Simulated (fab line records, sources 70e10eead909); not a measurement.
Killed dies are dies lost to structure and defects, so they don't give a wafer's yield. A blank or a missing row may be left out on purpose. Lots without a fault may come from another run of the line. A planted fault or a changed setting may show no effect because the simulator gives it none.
Chamber matching | flow nand_harc | NHARC_A_STAIRCASE_DESCUM_312 on rie_diel-04: 4 sister chambers
The step chemistry O2, time 3 s. 4 wafers are shown with their chamber, then 8 later ones without.

WAFERS WITH THEIR CHAMBER
wafer  | chamber | drypump_motor_current_A (A)
L079.1 | 0       | 5.2
L079.2 | 1       | 5.3
L079.4 | 2       | 5.7
L084.1 | 3       | 6.5

WAFERS WITHOUT THEIR CHAMBER
wafer  | drypump_motor_current_A (A)
L084.2 | 5.2
L084.4 | 5.3
L085.1 | 5.3
L085.4 | 5.6
L085.6 | 5.3
L096.1 | 5.3
L096.2 | 5.6
L096.3 | 6.4

WHICH CHAMBER EACH WENT THROUGH
wafer  | from the rows above     | in truth
L084.2 | can't be placed: 0 or 1 | 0
L084.4 | can't be placed: 1 or 0 | 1
L085.1 | can't be placed: 1 or 0 | 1
L085.4 | 2                       | 2
L085.6 | can't be placed: 1 or 0 | 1
L096.1 | can't be placed: 1 or 0 | 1
L096.2 | 2                       | 2
L096.3 | 3                       | 3
Placed correctly: 3 of 8. Can't be placed from these rows: 5 (the true chamber is among the candidates in 5). Placed wrongly: 0.
How it was worked out, from the rows above alone: a wafer's distance from a chamber is the root of the sum, over the readings, of the square of ((its reading less the chamber's mean) divided by the reading's scatter). The wafer belongs to the nearest chamber; if the next one is less than 2 further off, it can't be placed. A chamber's mean is the mean of its shown wafers. The scatter: with one shown wafer a chamber, the root of the mean of the squares of how far each hidden wafer lies from its nearest shown one.
